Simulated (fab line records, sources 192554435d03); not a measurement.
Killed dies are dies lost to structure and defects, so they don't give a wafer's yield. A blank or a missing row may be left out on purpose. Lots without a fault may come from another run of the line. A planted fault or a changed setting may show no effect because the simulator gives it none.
fab line records | flow n5_finfet | part 1 of 2: steps 1 to 4 of 6
record lots=22 wafers=66 last_day=18
route steps=1938 shown BEOL_M4@1092 BEOL_M5@1131
lots that met no fault: from a run of the same line without faults
start_h: hours from the record's first day to the start of the lot's first wafer shown | wait_h: hours since the lot's step before | " the same as in the row above | L1.1+2: a row that stands for several wafers | - no value, or no start given | * or withheld: withheld | < > ~ a bound
route shown NAME@n: a module of which the file shows steps, and the number in the route of the first | usual: mean/standard deviation of fault-free wafers | same: alike in all rows | chamber/n: place in a boat | sites: the reading at each site | _std_site: their standard deviation | _edge_site: outer sites' mean less inner sites' | radius_mm: how far each site lies from the wafer's centre | mask NAME#n: copy n | behind: the tool/chamber that last shaped the wafer | hold: why the lot was held/for how many hours/how that ended | device: the transistor (n, p or np) that didn't switch | end of line: the same wafers' tests at the end of the route | a step without rows: its recipe alone | killed: dies lost to structure and defects at the first sort, not the wafer's yield | map: a wafer's dies, x killed, . not, _ none there
set.NAME: the setting as run; set.NAME@STEP: as run at that earlier step | model.NAME: the simulator's own value behind a step, which no gauge read
steps of the route over a sample of lots; a table a step, a row a wafer
services: from which hour (start_h, from the record's first day; less than 0 if before it) a tool's chamber was out of use, for how many hours, and why
## steps
# step N5_BEOL_M4_SPUTTER_88
# recipe material=Cu target_thk_a=45 temp_c=-20 chamber_pressure_pa=0.07 power_w=withheld time_s=8.29
# usual chuck_gas_flow_sccm=1.26/0.053 substrate_temp_c=-19.99/0.1 throttle_valve_pct=30.9/0.73
# columns lot.wafer tool chamber start_h wait_h chuck_gas_flow_sccm substrate_temp_c throttle_valve_pct
L074.2 pvd_sputter-03 - 164.41 0.1 1.34 -19.95 30.2
L074.3 " - " " 1.31 -19.88 29.4
L074.6 " - " " 1.27 -19.96 29.6
L075.1 pvd_sputter-01 - 165.84 0.1 1.34 -19.95 31.4
L075.2 " - " " 1.23 -20.01 30.3
L075.3 " - " " 1.23 -20.06 31.9
L076.1 pvd_sputter-01 - 171.76 0.1 1.23 -20.12 30.9
L076.3 " - " " 1.32 -19.75 31.8
L076.4 " - " " 1.25 -19.97 31.1
L077.2 pvd_sputter-02 - 172.22 0.1 1.28 -20.17 30.1
L077.3 " - " " 1.23 -19.94 31.2
L077.4 " - " " 1.29 -20.05 31.2
L078.1 pvd_sputter-02 - 186.92 0.1 1.25 -20.11 30.2
L078.2 " - " " 1.25 -20.05 32.0
L078.5 " - " " 1.28 -20.01 31.0
L080.1 pvd_sputter-03 - 189.97 0.1 1.29 -19.97 30.2
L080.3 " - " " 1.24 -19.81 30.5
L080.5 " - " " 1.29 -20.07 31.1
L079.2 pvd_sputter-01 - 191.46 0.1 1.25 -20.13 31.3
L079.4 " - " " 1.35 -19.90 31.9
L079.5 " - " " 1.22 -20.18 30.7
L082.3 pvd_sputter-01 - 200.93 0.1 1.31 -20.07 30.3
L082.4 " - " " 1.30 -20.10 31.9
L082.5 " - " " 1.23 -19.91 30.6
L083.3 pvd_sputter-01 - 220.06 0.1 1.37 -19.93 31.7
L083.5 " - " " 1.23 -20.00 30.6
L083.6 " - " " 1.35 -20.18 30.4
L086.1 pvd_sputter-01 - 225.30 0.1 1.31 -19.94 31.7
L086.3 " - " " 1.27 -20.00 30.5
L086.5 " - " " 1.29 -20.23 30.8
L085.3 pvd_sputter-01 - 230.42 0.1 1.38 -19.94 31.8
L085.4 " - " " 1.30 -19.86 31.2
L085.6 " - " " 1.26 -19.98 31.2
L087.2 pvd_sputter-03 - 240.05 0.1 1.42 -19.88 29.9
L087.4 " - " " 1.14 -19.89 29.6
L087.5 " - " " 1.16 -19.95 31.1
L088.1 pvd_sputter-03 - 241.89 0.1 1.22 -19.87 31.1
L088.2 " - " " 1.24 -20.19 30.7
L088.4 " - " " 1.32 -20.06 29.3
L089.1 pvd_sputter-02 - 250.64 0.1 1.25 -20.00 31.1
L089.5 " - " " 1.26 -19.92 31.5
L089.6 " - " " 1.28 -19.89 31.9
L090.3 pvd_sputter-01 - 253.34 0.1 1.33 -19.99 30.7
L090.5 " - " " 1.32 -19.90 30.4
L090.6 " - " " 1.27 -19.86 30.4
L091.1 pvd_sputter-01 - 255.89 0.1 1.22 -20.08 30.7
L091.4 " - " " 1.34 -20.13 31.7
L091.5 " - " " 1.28 -20.05 31.4
L093.2 pvd_sputter-01 - 274.62 0.1 1.28 -19.90 31.8
L093.3 " - " " 1.37 -19.88 30.5
L093.4 " - " " 1.26 -19.95 31.2
L092.4 pvd_sputter-02 - 280.35 0.1 1.24 -19.88 31.3
L092.5 " - " " 1.19 -19.97 30.5
L092.6 " - " " 1.22 -20.14 32.0
L094.1 pvd_sputter-01 - 281.73 0.1 1.23 -20.06 31.6
L094.4 " - " " 1.29 -20.22 30.4
L094.5 " - " " 1.23 -20.15 31.2
L095.2 pvd_sputter-03 - 298.85 0.1 1.22 -20.02 30.5
L095.4 " - " " 1.22 -19.95 31.2
L095.6 " - " " 1.28 -20.01 30.5
L096.1 pvd_sputter-03 - 312.65 0.1 1.19 -20.01 29.3
L096.5 " - " " 1.28 -19.93 29.4
L096.6 " - " " 1.35 -19.94 30.2
L097.1 pvd_sputter-02 - 312.73 0.1 1.25 -20.17 30.0
L097.3 " - " " 1.24 -20.00 32.0
L097.5 " - " " 1.27 -19.89 31.3
# step N5_BEOL_M4_SPUTTER_90
# recipe material=Cu target_thk_a=45 temp_c=-20 chamber_pressure_pa=0.07 power_w=withheld time_s=8.29
# usual chuck_gas_flow_sccm=1.26/0.057 substrate_temp_c=-19.99/0.12 throttle_valve_pct=30.9/0.73
# columns lot.wafer tool chamber start_h wait_h chuck_gas_flow_sccm substrate_temp_c throttle_valve_pct
L074.2 pvd_sputter-03 - 164.63 0.1 1.26 -19.96 30.1
L074.3 " - " " 1.22 -20.08 29.5
L074.6 " - " " 1.27 -19.88 29.5
L075.1 pvd_sputter-01 - 166.06 0.1 1.25 -20.22 31.2
L075.2 " - " " 1.39 -19.83 30.4
L075.3 " - " " 1.22 -20.07 31.5
L076.1 pvd_sputter-01 - 171.98 0.1 1.22 -19.92 30.8
L076.3 " - " " 1.31 -19.92 31.7
L076.4 " - " " 1.24 -19.84 31.3
L077.2 pvd_sputter-02 - 172.44 0.1 1.20 -20.13 30.3
L077.3 " - " " 1.32 -20.17 31.0
L077.4 " - " " 1.19 -20.02 30.8
L078.1 pvd_sputter-02 - 187.14 0.1 1.23 -20.06 30.3
L078.2 " - " " 1.36 -19.97 32.2
L078.5 " - " " 1.39 -20.22 31.2
L080.1 pvd_sputter-03 - 190.19 0.1 1.33 -19.92 30.3
L080.3 " - " " 1.27 -20.04 30.4
L080.5 " - " " 1.22 -20.01 31.1
L079.2 pvd_sputter-01 - 191.68 0.1 1.18 -19.91 31.4
L079.4 " - " " 1.34 -19.98 31.8
L079.5 " - " " 1.34 -19.94 30.7
L082.3 pvd_sputter-01 - 201.15 0.1 1.32 -20.00 30.7
L082.4 " - " " 1.36 -20.08 31.8
L082.5 " - " " 1.30 -20.16 30.6
L083.3 pvd_sputter-01 - 220.28 0.1 1.21 -20.03 31.7
L083.5 " - " " 1.26 -19.94 30.8
L083.6 " - " " 1.27 -20.16 30.4
L086.1 pvd_sputter-01 - 225.52 0.1 1.30 -19.89 31.8
L086.3 " - " " 1.23 -19.97 30.5
L086.5 " - " " 1.34 -20.02 30.7
L085.3 pvd_sputter-01 - 230.64 0.1 1.32 -19.73 31.8
L085.4 " - " " 1.19 -20.05 31.4
L085.6 " - " " 1.25 -20.04 31.3
L087.2 pvd_sputter-03 - 240.27 0.1 1.16 -19.76 30.3
L087.4 " - " " 1.25 -19.88 29.4
L087.5 " - " " 1.30 -19.89 31.1
L088.1 pvd_sputter-03 - 242.11 0.1 1.24 -19.93 31.3
L088.2 " - " " 1.18 -19.81 30.6
L088.4 " - " " 1.27 -19.98 29.4
L089.1 pvd_sputter-02 - 250.86 0.1 1.26 -20.05 31.1
L089.5 " - " " 1.28 -19.82 31.3
L089.6 " - " " 1.24 -20.00 32.0
L090.3 pvd_sputter-01 - 253.59 0.1 1.21 -20.01 30.7
L090.5 " - " " 1.19 -19.99 30.8
L090.6 " - " " 1.17 -20.16 30.8
L091.1 pvd_sputter-01 - 256.13 0.1 1.21 -19.90 30.3
L091.4 " - " " 1.28 -19.81 31.9
L091.5 " - " " 1.23 -20.07 31.3
L093.2 pvd_sputter-01 - 274.84 0.1 1.42 -19.91 31.9
L093.3 " - " " 1.34 -19.88 30.4
L093.4 " - " " 1.19 -19.93 31.2
L092.4 pvd_sputter-02 - 280.57 0.1 1.25 -20.03 31.3
L092.5 " - " " 1.22 -20.14 30.2
L092.6 " - " " 1.20 -19.92 32.1
L094.1 pvd_sputter-01 - 281.95 0.1 1.24 -19.84 31.4
L094.4 " - " " 1.22 -20.23 30.3
L094.5 " - " " 1.27 -19.81 31.2
L095.2 pvd_sputter-03 - 299.07 0.1 1.28 -20.06 30.7
L095.4 " - " " 1.25 -20.00 31.3
L095.6 " - " " 1.24 -19.96 30.5
L096.1 pvd_sputter-03 - 312.87 0.1 1.19 -20.02 29.3
L096.5 " - " " 1.24 -19.94 29.4
L096.6 " - " " 1.24 -19.94 30.2
L097.1 pvd_sputter-02 - 312.95 0.1 1.29 -20.07 30.2
L097.3 " - " " 1.23 -19.89 32.3
L097.5 " - " " 1.35 -19.95 31.3
# step N5_BEOL_M4_ANNEAL_91
# recipe temp_c=400 time_s=240 ambient=vacuum
# usual heater_power_w=817/82
# columns lot.wafer tool chamber start_h wait_h heater_power_w
L074.2 pvd_sputter-03 - 164.71 0.0 989
L074.3 " - " " 756
L074.6 " - " " 754
L075.1 pvd_sputter-01 - 166.14 0.0 818
L075.2 " - " " 866
L075.3 " - " " 830
L076.1 pvd_sputter-01 - 172.06 0.0 688
L076.3 " - " " 838
L076.4 " - " " 805
L077.2 pvd_sputter-02 - 172.52 0.0 811
L077.3 " - " " 881
L077.4 " - " " 828
L078.1 pvd_sputter-02 - 187.22 0.0 811
L078.2 " - " " 898
L078.5 " - " " 850
L080.1 pvd_sputter-03 - 190.27 0.0 676
L080.3 " - " " 996
L080.5 " - " " 923
L079.2 pvd_sputter-01 - 191.76 0.0 782
L079.4 " - " " 864
L079.5 " - " " 704
L082.3 pvd_sputter-01 - 201.23 0.0 848
L082.4 " - " " 843
L082.5 " - " " 692
L083.3 pvd_sputter-01 - 220.36 0.0 825
L083.5 " - " " 682
L083.6 " - " " 868
L086.1 pvd_sputter-01 - 225.60 0.0 833
L086.3 " - " " 868
L086.5 " - " " 861
L085.3 pvd_sputter-01 - 230.72 0.0 831
L085.4 " - " " 783
L085.6 " - " " 813
L087.2 pvd_sputter-03 - 240.35 0.0 681
L087.4 " - " " 756
L087.5 " - " " 906
L088.1 pvd_sputter-03 - 242.19 0.0 908
L088.2 " - " " 979
L088.4 " - " " 750
L089.1 pvd_sputter-02 - 250.94 0.0 851
L089.5 " - " " 841
L089.6 " - " " 891
L090.3 pvd_sputter-01 - 253.68 0.0 682
L090.5 " - " " 868
L090.6 " - " " 701
L091.1 pvd_sputter-01 - 256.22 0.0 869
L091.4 " - " " 824
L091.5 " - " " 808
L093.2 pvd_sputter-01 - 274.92 0.0 830
L093.3 " - " " 873
L093.4 " - " " 819
L092.4 pvd_sputter-02 - 280.65 0.0 846
L092.5 " - " " 822
L092.6 " - " " 914
L094.1 pvd_sputter-01 - 282.03 0.0 810
L094.4 " - " " 864
L094.5 " - " " 811
L095.2 pvd_sputter-03 - 299.15 0.0 994
L095.4 " - " " 911
L095.6 " - " " 979
L096.1 pvd_sputter-03 - 312.95 0.0 759
L096.5 " - " " 726
L096.6 " - " " 685
L097.1 pvd_sputter-02 - 313.03 0.0 821
L097.3 " - " " 905
L097.5 " - " " 850
# step N5_BEOL_M5_ETCH_61
# recipe chemistry=CF4 target=SiARC target_depth_a=156 mask_material=CAR-EUV time_s=26 ion_energy_ev=80 pressure_mtorr=40 source_w=545 bias_w=36 Ar_flow_sccm=100 cf4_flow_sccm=100 ends=cleared
# usual drypump_motor_current_A=5.7/0.4 etch_rf_on_time_s=26.1/0.42 oes_product_au=0.65/0.065 rf_vpp_V=184.0/1.1 showerhead_plenum_p_Torr=2.13/0.065 throttle_valve_pct=15.72/0.21
# columns lot.wafer tool chamber start_h wait_h drypump_motor_current_A etch_rf_on_time_s oes_product_au rf_hours_counter_h rf_vpp_V showerhead_plenum_p_Torr throttle_valve_pct
L074.2 rie_diel-05 0 168.71 0.0 6.0 26.8 0.61 190 184.6 2.21 16.04
L074.3 " 2 " " 5.1 26.3 0.74 48 184.8 2.17 15.50
L074.6 " 1 " " 5.5 25.9 0.61 - 183.3 2.05 15.73
L075.1 rie_diel-04 3 170.74 0.0 5.1 26.2 0.66 140 185.5 2.15 15.89
L075.2 " 1 " " 5.9 25.9 0.58 232 185.5 2.21 15.82
L075.3 " 0 " " 5.6 25.4 0.72 57 183.2 2.09 15.60
L076.1 rie_diel-06 3 178.15 0.0 5.2 26.1 0.64 162 184.2 2.22 15.49
L076.3 " 2 " " 6.0 26.3 0.61 199 186.5 2.21 15.75
L076.4 " 2 " " 5.9 26.5 0.61 - 186.6 2.21 15.74
L077.2 rie_diel-06 3 178.38 0.0 5.2 26.3 0.65 162 185.8 2.22 15.48
L077.3 " 2 " " 5.9 26.5 0.60 200 184.6 2.21 15.74
L077.4 " 2 " " 5.9 26.5 0.60 - 185.3 2.21 15.73
L078.1 rie_diel-05 0 191.93 0.0 6.0 27.2 0.60 197 185.6 2.21 16.04
L078.2 " 3 " " 5.6 26.2 0.70 89 183.6 2.08 15.37
L078.5 " 3 " " 5.6 26.3 0.71 - 183.5 2.08 15.36
L080.1 rie_diel-06 3 194.71 0.0 5.2 26.0 0.64 168 183.7 2.22 15.49
L080.3 " 0 " " 5.7 25.8 0.60 246 184.4 2.19 15.59
L080.5 " 0 " " 5.7 25.6 0.60 - 185.2 2.19 15.60
L079.2 rie_diel-04 0 197.71 0.0 5.6 25.6 0.71 65 184.3 2.09 15.62
L079.4 " 1 " " 5.9 26.2 0.57 237 186.0 2.20 15.84
L079.5 " 3 " " 5.1 26.3 0.65 - 184.7 2.15 15.90
L082.3 rie_diel-05 0 207.64 0.0 5.9 26.7 0.61 202 183.2 2.21 16.05
L082.4 " 3 " " 5.7 26.1 0.71 94 183.1 2.08 15.36
L082.5 " 2 " " 5.1 26.1 0.73 - 183.5 2.17 15.50
L083.3 rie_diel-05 0 225.55 0.0 6.0 26.6 0.61 207 185.6 2.20 16.07
L083.5 " 0 " " 6.0 26.8 0.60 - 184.6 2.21 16.08
L083.6 " 3 " " 5.6 26.1 0.69 - 183.5 2.08 15.38
L086.1 rie_diel-04 2 229.49 0.0 6.5 25.5 0.79 16 183.4 2.09 15.63
L086.3 " 1 " " 5.9 26.3 0.57 246 184.6 2.20 15.85
L086.5 " 2 " " 6.5 25.4 0.80 - 183.1 2.09 15.63
L085.3 rie_diel-05 1 235.48 0.0 5.5 25.9 0.60 202 183.8 2.04 15.80
L085.4 " 1 " " 5.5 25.9 0.59 - 182.9 2.04 15.78
L085.6 " 3 " " 5.6 26.3 0.69 - 182.1 2.07 15.40
L087.2 rie_diel-04 2 244.66 0.0 6.5 25.4 0.79 20 183.5 2.09 15.65
L087.4 " 0 " " 5.6 25.4 0.70 78 184.0 2.08 15.63
L087.5 " 3 " " 5.1 26.1 0.65 - 185.9 2.14 15.93
L088.1 rie_diel-04 2 247.61 0.0 6.5 25.6 0.78 21 183.5 2.09 15.63
L088.2 " 3 " " 5.1 26.3 0.64 163 184.2 2.14 15.94
L088.4 " 0 " " 5.6 25.2 0.70 - 182.5 2.08 15.65
L089.1 rie_diel-04 0 255.77 0.0 5.6 25.5 0.69 84 181.9 2.08 15.66
L089.5 " 3 " " 5.1 26.2 0.64 - 183.5 2.14 15.93
L089.6 " 0 " " 5.6 25.6 0.69 - 183.9 2.08 15.66
L090.3 rie_diel-04 2 258.74 0.0 6.5 25.5 0.78 26 183.4 2.08 15.65
L090.5 " 2 " " 6.5 25.5 0.77 - 183.4 2.08 15.66
L090.6 " 3 " " 5.1 26.1 0.64 - 184.7 2.14 15.94
L091.1 rie_diel-04 0 260.35 0.0 5.6 25.6 0.69 85 183.0 2.08 15.66
L091.4 " 3 " " 5.1 25.9 0.64 - 184.9 2.14 15.94
L091.5 " 2 " " 6.5 25.4 0.77 - 182.5 2.08 15.66
L093.2 rie_diel-06 2 279.70 0.0 5.9 26.4 0.59 233 184.2 2.20 15.80
L093.3 " 0 " " 5.7 25.6 0.81 15 184.7 2.18 15.14
L093.4 " 1 " " 5.8 26.5 0.61 180 183.2 2.05 15.85
L092.4 rie_diel-05 3 285.33 0.0 5.7 26.0 0.68 119 182.5 2.07 15.42
L092.5 " 0 " " 6.0 26.8 0.59 - 184.3 2.20 16.11
L092.6 " 1 " " 5.5 25.6 0.60 - 183.3 2.03 15.82
L094.1 rie_diel-05 1 289.20 0.0 5.5 25.6 0.59 219 182.4 2.03 15.80
L094.4 " 3 " " 5.7 26.1 0.68 120 183.3 2.07 15.42
L094.5 " 1 " " 5.5 25.9 0.59 - 181.9 2.03 15.81
L095.2 rie_diel-05 2 305.99 0.0 5.1 26.2 0.70 85 183.9 2.16 15.56
L095.4 " 3 " " 5.6 26.1 0.68 128 183.6 2.07 15.44
L095.6 " 0 " " 6.0 26.9 0.58 - 184.7 2.20 16.12
L096.1 rie_diel-06 0 317.95 0.0 5.7 25.8 0.77 28 185.5 2.18 15.15
L096.5 " 1 " " 5.8 26.9 0.59 - 182.5 2.04 15.89
L096.6 " 2 " " 5.9 26.8 0.58 - 184.9 2.20 15.83
L097.1 rie_diel-06 0 318.18 0.0 5.7 25.5 0.78 28 183.8 2.18 15.16
L097.3 " 2 " " 6.0 26.2 0.58 247 186.2 2.20 15.84
L097.5 " 1 " " 5.7 26.5 0.60 - 183.2 2.04 15.87
